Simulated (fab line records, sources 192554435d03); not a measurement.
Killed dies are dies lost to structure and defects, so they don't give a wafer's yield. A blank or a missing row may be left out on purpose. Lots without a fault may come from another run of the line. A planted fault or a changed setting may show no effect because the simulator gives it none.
fab line records | flow n5_finfet
record lots=9 wafers=27 last_day=16
route steps=1938 shown SD_EPI_P@312 ILD0@336 BEOL_M4@1111 PASSIVATION@1936
lots that met no fault: from a run of the same line without faults
start_h: hours from the record's first day to the start of the lot's first wafer shown | wait_h: hours since the lot's step before | " the same as in the row above | L1.1+2: a row that stands for several wafers | - no value, or no start given | * or withheld: withheld | < > ~ a bound
route shown NAME@n: a module of which the file shows steps, and the number in the route of the first | usual: mean/standard deviation of fault-free wafers | same: alike in all rows | chamber/n: place in a boat | sites: the reading at each site | _std_site: their standard deviation | _edge_site: outer sites' mean less inner sites' | radius_mm: how far each site lies from the wafer's centre | mask NAME#n: copy n | behind: the tool/chamber that last shaped the wafer | hold: why the lot was held/for how many hours/how that ended | device: the transistor (n, p or np) that didn't switch | end of line: the same wafers' tests at the end of the route | a step without rows: its recipe alone | killed: dies lost to structure and defects at the first sort, not the wafer's yield | map: a wafer's dies, x killed, . not, _ none there
set.NAME: the setting as run; set.NAME@STEP: as run at that earlier step | model.NAME: the simulator's own value behind a step, which no gauge read
steps of the route over a sample of lots; a table a step, a row a wafer
services: from which hour (start_h, from the record's first day; less than 0 if before it) a tool's chamber was out of use, for how many hours, and why
## steps
# step N5_SD_EPI_P_ETCH_16
# recipe chemistry=CHF3/O2 target=SiO2 target_depth_a=50 mask_material=SOC pressure_mtorr=30 source_w=650 bias_w=170 Ar_flow_sccm=200 CHF3_flow_sccm=50 O2_flow_sccm=5 ion_energy_ev=200
# usual chamber_pressure_mTorr=30.000/0.027 drypump_motor_current_A=5.8/0.44 oes_product_au=0.80/0.072 rf_vpp_V=527/12 showerhead_plenum_p_Torr=2.41/0.047 throttle_valve_pct=18.78/0.2
# columns lot.wafer tool chamber start_h wait_h chamber_pressure_mTorr drypump_motor_current_A oes_product_au rf_hours_counter_h rf_vpp_V showerhead_plenum_p_Torr throttle_valve_pct
L290.3 rie_diel-02 0 65.88 0.1 30.023 5.4 0.97 13 543 2.38 18.40
L290.4 " 1 " " 30.005 5.7 0.85 57 528 2.35 18.71
L290.6 " 1 " " 29.994 5.7 0.85 - 525 2.35 18.70
L292.1 rie_diel-02 2 79.38 0.1 30.011 6.4 0.74 135 525 2.41 18.96
L292.5 " 2 " " 30.028 6.5 0.74 - 524 2.41 18.94
L292.6 " 1 " " 29.983 5.7 0.84 - 527 2.35 18.71
L294.4 rie_diel-03 1 97.81 0.1 29.982 4.8 0.69 246 540 2.46 19.11
L294.5 " 3 " " 29.961 6.7 0.85 - 518 2.42 18.51
L294.6 " 0 " " 29.971 5.3 0.88 - 541 2.36 18.80
L295.1 rie_diel-05 2 97.85 0.1 30.027 5.9 0.85 70 507 2.43 18.59
L295.2 " 1 " " 30.019 5.7 0.77 132 513 2.50 18.65
L295.5 " 2 " " 29.993 5.9 0.85 - 509 2.43 18.59
L296.1 rie_diel-05 0 108.98 0.1 30.015 5.8 0.73 201 536 2.39 18.89
L296.3 " 2 " " 29.988 5.9 0.85 73 507 2.43 18.58
L296.5 " 0 " " 30.027 5.8 0.73 - 536 2.39 18.89
L298.3 rie_diel-02 2 117.33 0.1 30.027 6.4 0.73 145 525 2.40 18.97
L298.4 " 0 " " 30.010 5.4 0.93 30 542 2.38 18.41
L298.5 " 0 " " 30.009 5.4 0.93 - 541 2.38 18.42
L301.1 rie_diel-05 0 133.56 0.1 29.972 5.8 0.72 209 537 2.38 18.89
L301.4 " 1 " " 30.006 5.6 0.75 - 514 2.49 18.66
L301.5 " 2 " " 30.049 5.8 0.84 - 508 2.43 18.59
L305.1 rie_diel-03 0 155.93 0.1 29.972 5.3 0.86 71 540 2.35 18.84
L305.2 " 2 " " 30.021 5.7 0.70 225 520 2.48 18.96
L305.6 " 1 " " 30.008 4.8 0.93 - 538 2.46 18.61
L309.1 rie_diel-03 0 179.69 0.1 29.988 5.3 0.84 78 541 2.35 18.86
L309.4 " 3 " " 29.986 6.7 0.82 87 518 2.41 18.54
L309.5 " 2 " " 29.986 5.7 0.70 - 521 2.48 18.97
# step N5_SD_EPI_P_STRIP_40
# recipe chemistry=N2/H2 power_w=1000 temp_c=250 h2_frac=0.65 overash_fraction=0.3 pressure_mtorr=withheld n2_flow_sccm=1750 h2_flow_sccm=3250
# usual drypump_motor_current_A=5.7/0.35 heater_power_w=358/41 oes_product_au=0.761/0.011 temp_c=250.02/0.22
# columns lot.wafer tool chamber start_h wait_h drypump_motor_current_A heater_power_w oes_product_au rf_hours_counter_h temp_c
L290.3 plasma_asher-02 1 66.12 0.0 5.9 334 0.749 - 250.09
L290.4 " 0 " " 5.4 409 0.770 - 249.52
L290.6 " 0 " " 5.4 418 0.757 - 249.81
L292.1 plasma_asher-01 1 79.60 0.0 5.2 377 0.754 80 249.88
L292.5 " 1 " " 5.2 381 0.794 - 249.73
L292.6 " 0 " " 6.1 305 0.757 - 250.07
L294.4 plasma_asher-02 1 98.05 0.0 5.9 336 0.760 - 250.40
L294.5 " 1 " " 5.9 324 0.765 - 249.94
L294.6 " 0 " " 5.4 412 0.758 - 249.89
L295.1 plasma_asher-01 0 98.07 0.0 6.1 313 0.759 84 250.24
L295.2 " 1 " " 5.2 374 0.772 84 249.53
L295.5 " 1 " " 5.2 366 0.771 - 249.98
L296.1 plasma_asher-01 0 109.20 0.0 6.1 319 0.751 86 249.56
L296.3 " 1 " " 5.2 383 0.750 - 250.02
L296.5 " 0 " " 6.1 310 0.749 - 250.03
L298.3 plasma_asher-01 1 117.57 0.0 5.2 375 0.757 - 249.94
L298.4 " 0 " " 6.1 323 0.749 - 249.99
L298.5 " 0 " " 6.1 305 0.767 - 250.25
L301.1 plasma_asher-02 0 133.78 0.0 5.5 412 0.762 52 249.96
L301.4 " 0 " " 5.5 412 0.730 - 249.88
L301.5 " 1 " " 5.8 321 0.778 - 249.59
L305.1 plasma_asher-02 0 156.34 0.2 5.4 410 0.759 58 249.90
L305.2 " 1 " " 5.8 326 0.758 58 249.89
L305.6 " 1 " " 5.8 323 0.755 - 250.07
L309.1 plasma_asher-02 0 179.91 0.0 5.4 415 0.769 65 249.99
L309.4 " 1 " " 5.9 337 0.761 - 250.11
L309.5 " 1 " " 5.9 329 0.763 - 249.90
# step N5_ILD0_FCVD_FILL_01
# recipe material=SiO2_flowable target_thk_a=2000 temp_c=100 pressure_torr=0.8 rf_w=2000 time_s=328.3
# usual chamber_pressure_Torr=0.7999/0.0017
# columns lot.wafer tool chamber start_h wait_h chamber_pressure_Torr
L290.3 fcvd-02 0 70.31 0.3 0.7997
L290.4 " 1 " " 0.7986
L290.6 " 0 " " 0.7964
L292.1 fcvd-01 1 83.71 0.2 0.7969
L292.5 " 1 " " 0.8015
L292.6 " 0 " " 0.8003
L294.4 fcvd-01 1 102.29 0.3 0.7980
L294.5 " 0 " " 0.8013
L294.6 " 1 " " 0.7974
L295.1 fcvd-02 1 102.41 0.2 0.8009
L295.2 " 0 " " 0.7993
L295.5 " 0 " " 0.8016
L296.1 fcvd-01 0 113.32 0.2 0.7991
L296.3 " 0 " " 0.7985
L296.5 " 0 " " 0.7970
L296.1 fcvd-01 0 113.86 0.4 0.7972
L296.3 " 0 " " 0.8000
L296.5 " 0 " " 0.8003
L298.3 fcvd-02 0 121.88 0.3 0.7971
L298.4 " 1 " " 0.7969
L298.5 " 0 " " 0.8000
L301.1 fcvd-01 1 138.07 0.4 0.7984
L301.4 " 0 " " 0.7989
L301.5 " 0 " " 0.8003
L301.1 fcvd-01 1 138.62 0.4 0.8016
L301.4 " 0 " " 0.7991
L301.5 " 0 " " 0.8011
L305.1 fcvd-01 0 160.46 0.2 0.7994
L305.2 " 1 " " 0.8014
L305.6 " 1 " " 0.7982
L305.1 fcvd-01 0 161.01 0.4 0.8032
L305.2 " 1 " " 0.7978
L305.6 " 1 " " 0.8001
L309.1 fcvd-02 0 184.84 0.2 0.8014
L309.4 " 1 " " 0.8003
L309.5 " 1 " " 0.7976
# step N5_ILD0_CMP_03
# recipe stop_on=SiNx t_overpolish_s=1.9 post_cmp_clean=alkaline_brush down_force_psi=4.1491 platen_rpm=51.796 pad_velocity_m_s=1.0306 target_thk_nm=197.38
# usual motor_current_A=13.1/1.4 overpolish_run_s=1.899/0.0088 platen_rpm=51.80/0.036 retaining_ring_pressure_frac=1.001/0.0045 slurry_flow_ml_min=150.0/0.5 time_to_endpoint_s=68/4
# columns lot.wafer tool chamber start_h wait_h motor_current_A overpolish_run_s platen_rpm retaining_ring_pressure_frac slurry_flow_ml_min time_to_endpoint_s
L290.4 cmp-03 0 72.14 0.0 13.7 1.893 51.80 1.003 150.0 69
L290.3 " 1 " " 12.1 1.892 51.80 0.996 148.9 70
L290.6 " 1 " " 11.4 1.910 51.79 0.998 149.4 66
L292.1 cmp-04 2 85.80 0.2 15.7 1.912 51.79 1.005 149.8 67
L292.5 " 3 " " 14.0 1.897 51.73 0.998 149.6 63
L292.6 " 0 " " 11.3 1.906 51.78 1.002 149.0 67
L294.4 cmp-04 2 104.25 0.1 15.4 1.889 51.86 0.995 150.1 71
L294.6 " 1 " " 12.0 1.908 51.85 0.995 150.2 70
L294.5 " 2 " " 14.9 1.901 51.88 0.999 149.5 70
L295.1 cmp-01 2 104.84 0.1 12.9 1.903 51.77 1.005 150.2 69
L295.2 " 3 " " 11.8 1.911 51.79 0.999 149.5 70
L295.5 " 1 " " 12.6 1.877 51.80 1.003 151.1 75
L296.3 cmp-04 3 115.87 0.1 13.1 1.894 51.82 1.002 150.4 128
L296.1 " 1 " " 13.0 1.888 51.80 0.992 149.9 122
L296.5 " 3 " " 14.0 1.892 51.83 0.999 150.8 121
L298.3 cmp-03 2 123.75 0.1 11.6 1.892 51.78 1.001 150.1 66
L298.4 " 3 " " 13.6 1.897 51.77 0.996 150.0 73
L298.5 " 2 " " 11.6 1.886 51.84 1.001 149.9 69
L301.1 cmp-04 1 140.57 0.0 12.5 1.891 51.79 1.002 150.2 122
L301.4 " 2 " " 15.6 1.912 51.70 0.998 150.1 128
L301.5 " 1 " " 12.7 1.894 51.78 1.003 150.4 123
L305.1 cmp-04 0 163.00 0.1 11.1 1.913 51.80 0.993 150.1 133
L305.2 " 2 " " 15.6 1.900 51.75 1.000 151.5 130
L305.6 " 0 " " 11.7 1.887 51.76 1.006 150.7 126
L309.1 cmp-03 0 186.87 0.1 13.0 1.899 51.81 0.997 150.0 69
L309.4 " 1 " " 11.7 1.886 51.82 0.995 149.9 63
L309.5 " 3 " " 14.6 1.914 51.81 1.008 149.8 72
# step N5_ILD0_THK_MEAS_08
# usual thk_nm=138.4/1.2
# columns lot.wafer tool chamber start_h wait_h thk_nm
L290.3 film_metro-01 - 72.76 - 138.2
L290.4 " - " " 137.5
L290.6 " - " " 138.0
L292.1 film_metro-02 - 86.30 - 137.7
L292.5 " - " " 138.5
L292.6 " - " " 139.1
L294.4 film_metro-01 - 104.83 - 141.3
L294.5 " - " " 139.0
L294.6 " - " " 140.5
L295.1 film_metro-02 - 105.42 - 138.2
L295.2 " - " " 138.4
L295.5 " - " " 140.7
L296.1 film_metro-02 - 116.68 - 139.2
L296.3 " - " " 141.0
L296.5 " - " " 139.4
L298.3 film_metro-01 - 124.33 - 137.5
L298.4 " - " " 138.0
L298.5 " - " " 137.2
L301.1 film_metro-01 - 141.57 - 136.2
L301.4 " - " " 138.0
L301.5 " - " " 137.6
L305.1 film_metro-02 - 163.93 - 136.6
L305.2 " - " " 137.5
L305.6 " - " " 138.5
L309.1 film_metro-02 - 187.43 0.3 139.1
L309.4 " - " " 138.8
L309.5 " - " " 137.0
# step N5_BEOL_M4_RC_MEAS_101
# usual DIBL_N=36.0/2.2 DIBL_P=35.9/2.6 IOFF_N=0.16/0.038 IOFF_P=0.21/0.042 ION_N=675/15 ION_P=463/10 SS_N=71.5/0.62 SS_P=73.2/0.76 VT_N=250/4.1 VT_P=-251/3.6
# columns lot.wafer tool chamber start_h wait_h DIBL_N[mV/V] DIBL_P[mV/V] IOFF_N[nA/um] IOFF_P[nA/um] ION_N[uA/um] ION_P[uA/um] SS_N[mV/dec] SS_P[mV/dec] VT_N[mV] VT_P[mV]
L290.3 prober-02 0 168.92 0.3 36.3 37.2 0.17 0.21 675 458 72.3 73.5 249 -252
L290.4 " 0 " " 35.1 36.8 0.15 0.19 662 454 71.6 73.3 251 -252
L290.6 " 0 " " 32.8 34.1 0.12 0.16 672 463 70.7 72.1 253 -255
L292.1 prober-01 0 192.73 0.0 32.4 31.1 0.10 0.14 662 457 71.0 72.7 259 -258
L292.5 " 0 " " 32.1 31.3 0.10 0.14 648 454 70.5 72.4 260 -257
L292.6 " 0 " " 34.7 33.8 0.13 0.18 674 465 71.4 74.1 255 -251
L294.4 prober-01 0 211.21 0.5 43.9 43.5 0.29 0.34 693 471 72.5 75.3 245 -245
L294.5 " 0 " " 41.1 40.2 0.22 0.26 687 469 72.6 74.2 243 -247
L294.6 " 0 " " 37.2 35.3 0.14 0.19 684 467 71.3 73.0 252 -255
L295.1 prober-01 0 214.28 0.0 36.5 35.6 0.15 0.20 672 462 71.5 73.3 249 -249
L295.2 " 0 " " 34.2 34.0 0.13 0.19 682 473 70.9 72.4 253 -250
L295.5 " 0 " " 35.0 34.3 0.13 0.19 673 465 70.7 72.6 251 -249
L296.1 prober-01 0 219.77 0.0 35.3 34.6 0.13 0.17 673 464 70.8 72.6 251 -255
L296.3 " 0 " " 37.6 36.8 0.16 0.20 662 450 71.5 74.0 252 -254
L296.5 " 0 " " 39.0 39.5 0.21 0.24 684 464 72.3 74.1 246 -253
L298.3 prober-01 0 227.78 0.3 32.1 32.0 0.11 0.13 679 457 70.8 71.7 251 -258
L298.4 " 0 " " 37.1 37.1 0.16 0.19 687 463 72.5 72.6 250 -254
L298.5 " 0 " " 35.9 37.0 0.15 0.20 676 453 71.3 72.6 247 -252
L301.1 prober-02 0 270.66 0.0 35.7 35.0 0.15 0.19 671 464 70.9 72.2 248 -250
L301.4 " 0 " " 32.8 31.4 0.11 0.15 670 458 70.7 72.1 253 -254
L301.5 " 0 " " 36.7 34.7 0.16 0.19 669 457 71.8 72.8 249 -250
L309.1 prober-02 0 290.17 0.0 35.9 36.9 0.17 0.28 684 476 71.5 74.2 249 -243
L309.4 " 0 " " 32.9 32.5 0.12 0.19 663 462 70.3 72.6 255 -249
L309.5 " 0 " " 33.8 31.9 0.12 0.18 656 454 70.8 72.2 252 -251
L305.1 prober-02 0 295.05 0.0 37.0 38.5 0.17 0.24 662 456 72.0 73.5 246 -249
L305.2 " 0 " " 37.4 38.1 0.20 0.23 697 478 71.2 73.8 243 -251
L305.6 " 0 " " 36.6 36.9 0.17 0.22 687 464 70.7 72.4 248 -250
# step N5_PASSIVATION_PROBE_49
# usual defect_limited_yield=91.4/1.6 killed_at_M0_to_M3=35/10 killed_at_M4_up=12/4.7 killed_at_contacts=12/5.8 killed_at_front_end=38/12 killed_at_other=4/3.2 killed_dies=102/18 killed_open=68/14 killed_short=32/8 sort_bin_4_leakage=0.00/0.043 sort_bin_5_function=5.1/0.96 sort_bin_6_memory=3.2/0.77 sort_n_pass=1078/20 sort_yield_pct=91.3/1.7
# same gross_dies=1180 killed_at_back_side=0 sort_bin_8_speed[%]=0
# columns lot.wafer tool chamber start_h wait_h defect_limited_yield[%] killed_at_M0_to_M3 killed_at_M4_up killed_at_contacts killed_at_front_end killed_at_other killed_dies killed_open killed_short sort_bin_4_leakage[%] sort_bin_5_function[%] sort_bin_6_memory[%] sort_n_pass sort_yield_pct[%]
L290.3 prober-02 - 276.29 0.1 93.9 18 9 8 31 6 72 51 21 0 3.6 2.2 1108 93.9
L290.4 prober-02 - 276.34 0.2 93.7 26 9 6 32 1 74 54 20 0 3.6 2.5 1106 93.7
L290.6 prober-02 - 276.44 0.3 94.5 27 13 5 20 0 65 43 21 0 3.4 2.0 1115 94.5
L292.1 prober-01 - 291.88 0.0 88.8 38 20 9 64 1 132 86 46 0 5.8 5.0 1048 88.8
L292.5 prober-01 - 292.08 0.2 88.6 38 18 17 60 1 134 96 38 0 6.6 4.2 1046 88.6
L292.6 prober-01 - 292.13 0.3 89.0 41 18 16 50 5 130 75 55 0 5.8 4.4 1050 89.0
L294.5 prober-02 - 319.88 0.2 92.5 47 6 10 24 1 88 60 27 0 4.7 2.7 1092 92.5
L294.6 prober-02 - 319.93 0.3 92.9 30 7 7 35 5 84 52 22 0 4.1 2.1 1096 92.9
L296.1 prober-02 - 325.59 0.0 92.1 39 19 9 20 6 93 65 28 0 4.7 2.9 1087 92.1
L296.3 prober-02 - 325.69 0.1 90.4 47 9 4 52 1 113 74 32 0 5.3 3.5 1067 90.4
L296.5 prober-02 - 325.79 0.2 93.6 26 8 4 35 3 76 48 28 0 3.6 2.8 1104 93.6
L295.1 prober-01 - 327.58 0.0 91.6 43 15 12 26 3 99 70 29 0 4.8 3.2 1081 91.6
L295.2 prober-01 - 327.63 0.1 91.4 51 10 8 28 5 102 65 31 0 4.8 3.1 1078 91.4
L295.5 prober-01 - 327.78 0.2 93.1 37 15 5 20 5 82 63 19 0 4.3 2.5 1098 93.1
L298.3 prober-02 - 337.05 0.1 92.7 36 10 5 31 4 86 48 36 0 5.2 1.9 1094 92.7
L298.4 prober-02 - 337.10 0.2 91.0 40 17 6 40 3 106 70 34 0 4.4 4.1 1074 91.0
L298.5 prober-02 - 337.15 0.2 92.4 31 13 10 34 2 90 57 33 0 4.3 3.1 1090 92.4
L301.1 prober-01 - 359.75 0.5 91.9 29 16 12 36 2 95 70 25 0 5.0 2.5 1085 91.9
L301.4 prober-01 - 359.90 0.6 92.9 27 7 15 30 5 84 51 32 0 5.1 1.9 1096 92.9
L301.5 prober-01 - 359.95 0.7 91.9 28 13 11 41 3 96 70 25 0 4.7 3.2 1084 91.9
L305.1 prober-01 - 379.79 0.0 89.2 50 1 4 69 3 127 87 40 0 5.7 4.8 1053 89.2
L305.2 prober-01 - 379.84 0.1 91.2 35 6 11 47 5 104 81 23 0 5.1 3.5 1076 91.2
L305.6 prober-01 - 380.04 0.3 89.9 39 15 12 51 2 119 84 35 0 5.6 4.3 1061 89.9
L309.1 prober-02 - 390.75 0.4 91.0 41 14 17 33 1 106 72 33 0 5.3 3.1 1074 91.0
L309.4 prober-02 - 390.90 0.5 89.3 46 9 22 40 9 126 74 52 0 5.9 4.2 1054 89.3
L309.5 prober-02 - 390.95 0.6 89.7 58 11 13 37 3 122 75 45 0 5.8 4.1 1058 89.7
# killed by level:class
L290.3 STI_FIN_REVEAL:geometric_particle:open=10 MOL_CONTACT_COAG:geometric_particle:open=8 BEOL_M2:geometric_particle:open=5 FIN_SAQP:geometric_particle:short=4 DUMMY_GATE:geometric_particle:open=4 BEOL_M3:geometric_particle:open=4 FIN_SAQP:geometric_particle:open=3 GATE_CUT:geometric_particle:short=3
L290.4 FIN_SAQP:geometric_particle:open=9 BEOL_M2:geometric_particle:open=8 BEOL_M3:geometric_particle:open=8 DUMMY_GATE:geometric_particle:open=5 MOL_CONTACT_COAG:geometric_particle:open=5 FIN_SAQP:geometric_particle:short=4 GATE_CUT:geometric_particle:open=4 STARTING-WAFER:geometric_particle:short=4
L290.6 BEOL_M3:geometric_particle:open=9 BEOL_M2:geometric_particle:open=7 FIN_SAQP:geometric_particle:short=6 STI_FIN_REVEAL:geometric_particle:open=4 BEOL_M0_SAQP:geometric_particle:open=4 MOL_CONTACT_COAG:geometric_particle:short=3 BEOL_M0:geometric_particle:open=3 BEOL_M4:geometric_particle:open=3
L292.1 FIN_SAQP:geometric_particle:open=15 BEOL_M0_SAQP:geometric_particle:open=14 BEOL_M4:geometric_particle:open=14 STI_FIN_REVEAL:geometric_particle:open=13 FIN_SAQP:geometric_particle:short=10 BEOL_M0_SAQP:geometric_particle:short=9 GATE_CUT:geometric_particle:short=7 MOL_CONTACT_COAG:geometric_particle:open=7
L292.5 FIN_SAQP:geometric_particle:open=18 DUMMY_GATE:geometric_particle:open=12 MOL_CONTACT_COAG:geometric_particle:open=12 BEOL_M0_SAQP:geometric_particle:short=11 BEOL_M0_SAQP:geometric_particle:open=11 BEOL_M4:geometric_particle:open=10 FIN_SAQP:geometric_particle:short=9 STI_FIN_REVEAL:geometric_particle:open=9
L292.6 BEOL_M0_SAQP:geometric_particle:short=14 FIN_SAQP:geometric_particle:open=11 BEOL_M0_SAQP:geometric_particle:open=11 MOL_CONTACT_COAG:geometric_particle:open=9 FIN_SAQP:geometric_particle:short=8 MOL_CONTACT_COAG:geometric_particle:short=7 BEOL_M4:geometric_particle:open=7 BEOL_M1:geometric_particle:open=6
L294.5 BEOL_M0_SAQP:geometric_particle:open=15 BEOL_M0_SAQP:geometric_particle:short=10 BEOL_M3:geometric_particle:open=7 STI_FIN_REVEAL:geometric_particle:open=6 MOL_CONTACT_COAG:geometric_particle:open=6 BEOL_M0:geometric_particle:open=6 BEOL_M2:geometric_particle:open=5 MOL_CONTACT_COAG:geometric_particle:short=4
L294.6 BEOL_M0_SAQP:geometric_particle:open=9 HKMG_FIN:area_etch=9 MOL_CONTACT_COAG:geometric_particle:open=7 BEOL_M3:geometric_particle:open=7 DUMMY_GATE:geometric_particle:open=6 STI_FIN_REVEAL:geometric_particle:open=4 BEOL_M2:geometric_particle:open=4 FIN_SAQP:geometric_particle:short=3
L296.1 BEOL_M3:geometric_particle:open=15 BEOL_M4:geometric_particle:open=14 MOL_CONTACT_COAG:geometric_particle:open=7 BEOL_M0_SAQP:geometric_particle:open=7 BEOL_M1:geometric_particle:short=5 STARTING-WAFER:geometric_particle:short=5 FIN_SAQP:geometric_particle:open=4 BEOL_M0_SAQP:geometric_particle:short=4
L296.3 STI_FIN_REVEAL:geometric_particle:open=22 BEOL_M2:geometric_particle:open=10 BEOL_M0_SAQP:geometric_particle:open=9 BEOL_M0_SAQP:geometric_particle:short=8 BEOL_M3:geometric_particle:open=8 HKMG_FIN:area_etch=6 FIN_SAQP:geometric_particle:short=5 FIN_SAQP:geometric_particle:open=5
L296.5 BEOL_M0_SAQP:geometric_particle:open=11 FIN_SAQP:geometric_particle:open=8 FIN_SAQP:geometric_particle:short=7 STI_FIN_REVEAL:geometric_particle:open=7 BEOL_M0_SAQP:geometric_particle:short=6 MOL_CONTACT_COAG:geometric_particle:open=4 BEOL_M3:geometric_particle:open=4 GATE_CUT:geometric_particle:short=3
L295.1 BEOL_M0_SAQP:geometric_particle:open=14 BEOL_M3:geometric_particle:open=14 STI_FIN_REVEAL:geometric_particle:open=8 MOL_CONTACT_COAG:geometric_particle:open=8 BEOL_M0_SAQP:geometric_particle:short=7 GATE_CUT:geometric_particle:short=5 BEOL_M4:geometric_particle:open=5 MOL_CONTACT_COAG:geometric_particle:short=4
L295.2 BEOL_M0_SAQP:geometric_particle:open=12 BEOL_M3:geometric_particle:open=11 BEOL_M0_SAQP:geometric_particle:short=10 MOL_CONTACT_COAG:geometric_particle:open=8 BEOL_M2:geometric_particle:open=8 BEOL_M1:geometric_particle:open=7 HKMG_FIN:area_etch=6 FIN_SAQP:geometric_particle:short=5
L295.5 BEOL_M3:geometric_particle:open=13 BEOL_M4:geometric_particle:open=11 BEOL_M0_SAQP:geometric_particle:open=10 BEOL_M1:geometric_particle:open=7 DUMMY_GATE:geometric_particle:open=4 MOL_CONTACT_COAG:geometric_particle:open=4 FIN_SAQP:geometric_particle:short=3 STI_FIN_REVEAL:geometric_particle:open=3
L298.3 BEOL_M0_SAQP:geometric_particle:short=11 BEOL_M1:geometric_particle:open=8 BEOL_M0_SAQP:geometric_particle:open=8 FIN_SAQP:geometric_particle:short=4 DUMMY_GATE:geometric_particle:open=4 GATE_CUT:geometric_particle:short=4 MOL_CONTACT_COAG:geometric_particle:open=4 BEOL_M4:geometric_particle:open=4
L298.4 BEOL_M0_SAQP:geometric_particle:open=12 BEOL_M4:geometric_particle:open=11 BEOL_M1:geometric_particle:open=9 DUMMY_GATE:geometric_particle:open=6 BEOL_M0_SAQP:geometric_particle:short=6 BEOL_M3:geometric_particle:open=6 FIN_SAQP:geometric_particle:short=5 FIN_SAQP:geometric_particle:open=5
L298.5 FIN_SAQP:geometric_particle:short=14 BEOL_M1:geometric_particle:open=11 BEOL_M4:geometric_particle:open=8 FIN_SAQP:geometric_particle:open=6 MOL_CONTACT_COAG:geometric_particle:open=6 BEOL_M0_SAQP:geometric_particle:open=6 BEOL_M2:geometric_particle:short=5 MOL_CONTACT_COAG:geometric_particle:short=4
L301.1 BEOL_M0_SAQP:geometric_particle:open=10 GATE_CUT:geometric_particle:open=9 MOL_CONTACT_COAG:geometric_particle:open=9 FIN_SAQP:geometric_particle:open=7 BEOL_M0_SAQP:geometric_particle:short=6 BEOL_M2:geometric_particle:open=6 DUMMY_GATE:geometric_particle:open=5 BEOL_M4:geometric_particle:open=5
L301.4 STI_FIN_REVEAL:geometric_particle:open=12 BEOL_M0_SAQP:geometric_particle:short=12 MOL_CONTACT_COAG:geometric_particle:open=11 BEOL_M0_SAQP:geometric_particle:open=8 GATE_CUT:geometric_particle:short=4 MOL_CONTACT_COAG:geometric_particle:short=4 PASS1_CAP:geometric_particle:open=4 GATE_CUT:geometric_particle:open=3
L301.5 STI_FIN_REVEAL:geometric_particle:open=8 MOL_CONTACT_COAG:geometric_particle:open=8 BEOL_M0_SAQP:geometric_particle:open=8 BEOL_M7:geometric_particle:open=7 FIN_SAQP:geometric_particle:short=6 BEOL_M1:geometric_particle:open=6 BEOL_M2:geometric_particle:open=6 DUMMY_GATE:geometric_particle:open=5
L305.1 STI_FIN_REVEAL:geometric_particle:open=22 FIN_SAQP:geometric_particle:open=21 BEOL_M0_SAQP:geometric_particle:short=10 BEOL_M3:geometric_particle:open=10 BEOL_M0_SAQP:geometric_particle:open=8 FIN_SAQP:geometric_particle:short=7 BEOL_M1:geometric_particle:open=7 STARTING-WAFER:geometric_particle:open=7
L305.2 FIN_SAQP:geometric_particle:open=22 BEOL_M0_SAQP:geometric_particle:open=11 FIN_SAQP:geometric_particle:short=9 MOL_CONTACT_COAG:geometric_particle:open=8 BEOL_M2:geometric_particle:open=7 BEOL_M3:geometric_particle:open=6 BEOL_M0_SAQP:geometric_particle:short=5 BEOL_M1:geometric_particle:open=5
L305.6 FIN_SAQP:geometric_particle:open=16 STI_FIN_REVEAL:geometric_particle:open=11 MOL_CONTACT_COAG:geometric_particle:open=11 BEOL_M3:geometric_particle:open=6 BEOL_M0_SAQP:geometric_particle:short=5 BEOL_M0:geometric_particle:open=5 BEOL_M1:geometric_particle:open=5 BEOL_M2:geometric_particle:open=5
L309.1 MOL_CONTACT_COAG:geometric_particle:open=14 BEOL_M0_SAQP:geometric_particle:short=13 FIN_SAQP:geometric_particle:open=10 BEOL_M3:geometric_particle:open=7 GATE_CUT:geometric_particle:short=6 BEOL_M0_SAQP:geometric_particle:open=6 BEOL_M2:geometric_particle:open=6 FIN_SAQP:geometric_particle:short=5
L309.4 MOL_CONTACT_COAG:geometric_particle:open=17 BEOL_M3:geometric_particle:open=12 GATE_CUT:geometric_particle:short=11 FIN_SAQP:geometric_particle:short=10 BEOL_M0_SAQP:geometric_particle:short=9 BEOL_M0_SAQP:geometric_particle:open=7 BEOL_M1:geometric_particle:open=6 MOL_CONTACT_COAG:geometric_particle:short=5
L309.5 FIN_SAQP:geometric_particle:short=11 BEOL_M0_SAQP:geometric_particle:open=11 BEOL_M0_SAQP:geometric_particle:short=10 BEOL_M1:geometric_particle:open=9 BEOL_M2:geometric_particle:open=9 MOL_CONTACT_COAG:geometric_particle:open=8 GATE_CUT:geometric_particle:short=6 BEOL_M3:geometric_particle:open=6
## services
# columns tool chamber start_h hours kind
cmp-04 - 42.06 - consumable_replace:conditioner
cmp-04 - 42.06 - consumable_replace:pad
plasma_asher-01 - 44.69 1.3 repair
cmp-01 - 58.11 1.2 repair
fcvd-02 - 58.31 6.7 repair
fcvd-02 1 73.57 15.5 repair
cmp-03 - 75.94 1.1 repair
rie_diel-02 - 89.59 0.7 repair
rie_diel-02 2 95.78 4.7 repair
rie_diel-02 3 97.68 4.5 repair
cmp-01 - 108.99 8.1 pm
rie_diel-02 3 119.31 7.9 repair
rie_diel-05 - 122.19 0.2 repair
cmp-03 - 126.83 1.2 repair
rie_diel-05 3 129.67 16.7 repair
fcvd-02 - 137.20 2.0 repair
plasma_asher-01 - 149.50 9.1 repair
fcvd-02 - 152.94 1.4 repair
cmp-01 - 154.57 0.4 repair
rie_diel-05 - 159.80 1.1 repair
cmp-04 - 177.55 0.7 repair
cmp-01 - 181.78 3.0 repair
fcvd-02 1 185.62 - clean
fcvd-02 1 185.62 18.0 scheduled_down
## key
first_sign step=N5_ILD0_FCVD_FILL_01 reading=visit direction=added
effect step=N5_ILD0_CMP_03 reading=time_to_endpoint_s direction=up sigmas=15 usual=* struck=*
met_at N5_ILD0_FCVD_FILL_01
struck_lots L296,L301,L305
not_acting_at N5_SD_EPI_P_ETCH_16,N5_SD_EPI_P_STRIP_40,N5_ILD0_THK_MEAS_08
fault kind=repeated_step_whole tool=fcvd-01,fcvd-02 chamber=- onset_h=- steps=N5_ILD0_FCVD_FILL_01 times=1 scope=struck_lots_only
